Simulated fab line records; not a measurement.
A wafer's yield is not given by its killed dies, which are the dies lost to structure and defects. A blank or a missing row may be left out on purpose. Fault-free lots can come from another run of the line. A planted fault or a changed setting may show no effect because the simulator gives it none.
Matching of chambers    flow n5 finfet    N5_BEOL_M1_STRIP_19 on rie diel-03: 4 sister chambers
The step strips in O2. 8 wafers are shown with their chamber, then 8 later ones without.

## WAFERS, EACH WITH ITS CHAMBER
wafer   chamber  showerhead plenum p Torr (Torr)  drypump motor current A (A)
L076.5  1        2.00                             6.0
L078.4  0        2.10                             5.4
L084.3  2        2.12                             6.2
L084.6  0        2.09                             5.4
L083.6  2        2.12                             6.1
L086.3  1        2.00                             6.0
L086.5  3        2.23                             6.1
L089.1  3        2.23                             6.0

## WAFERS WITH NO CHAMBER GIVEN
wafer   showerhead plenum p Torr (Torr)  drypump motor current A (A)
L089.2  2.00                             6.0
L089.4  2.09                             5.4
L092.4  2.00                             6.0
L092.5  2.09                             5.4
L092.6  2.23                             6.1
L096.1  2.08                             5.4
L096.3  1.99                             6.0
L096.4  2.11                             6.2

## WHICH CHAMBER EACH ONE RAN IN
wafer   from the rows above  in truth
L089.2  1                    1
L089.4  0                    0
L092.4  1                    1
L092.5  0                    0
L092.6  3                    3
L096.1  0                    0
L096.3  1                    1
L096.4  2                    2
Placed correctly: 8 of 8. Can't be placed from these rows: 0. 0 placed wrongly.
How it was worked out, from the rows above alone: a wafer's distance from a chamber is the root of the sum, over the readings, of the square of ((its reading less the chamber's mean) divided by the reading's scatter). The wafer belongs to the nearest chamber; if the next one is less than 2 further off, it can't be placed. Each chamber's mean is taken over the wafers shown for it. The scatter is the square root of a quotient: the sum, over the shown wafers, of each reading's squared deviation from its chamber's mean, divided by wafers minus chambers.
